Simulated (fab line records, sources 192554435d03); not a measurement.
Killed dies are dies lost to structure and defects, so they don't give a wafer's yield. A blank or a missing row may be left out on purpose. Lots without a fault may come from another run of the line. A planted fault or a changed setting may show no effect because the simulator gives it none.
Chamber matching | flow n5_finfet | N5_GATE_CUT_PECVD_57 on pecvd-01: 3 sister chambers
The step deposits SiNx from SiH4/NH3/N2, target thk 21 nm. 3 wafers are shown with their chamber, then 7 later ones without.

WAFERS WITH THEIR CHAMBER
wafer  | chamber | throttle_valve_pct (%)
L083.6 | 0       | 39.7
L090.1 | 1       | 41.7
L090.2 | 2       | 41.7

WAFERS WITHOUT THEIR CHAMBER
wafer  | throttle_valve_pct (%)
L090.6 | 39.6
L092.2 | 42.2
L092.4 | 42.1
L092.6 | 39.6
L094.1 | 39.8
L094.2 | 41.8
L094.4 | 39.6

WHICH CHAMBER EACH WENT THROUGH
wafer  | from the rows above     | in truth
L090.6 | 0                       | 0
L092.2 | can't be placed: 1 or 2 | 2
L092.4 | can't be placed: 1 or 2 | 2
L092.6 | 0                       | 0
L094.1 | 0                       | 0
L094.2 | can't be placed: 1 or 2 | 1
L094.4 | 0                       | 0
Placed correctly: 4 of 7. Can't be placed from these rows: 3 (the true chamber is among the candidates in 3). Placed wrongly: 0.
How it was worked out, from the rows above alone: a wafer's distance from a chamber is the root of the sum, over the readings, of the square of ((its reading less the chamber's mean) divided by the reading's scatter). The wafer belongs to the nearest chamber; if the next one is less than 2 further off, it can't be placed. A chamber's mean is the mean of its shown wafers. The scatter: with one shown wafer a chamber, the root of the mean of the squares of how far each hidden wafer lies from its nearest shown one.
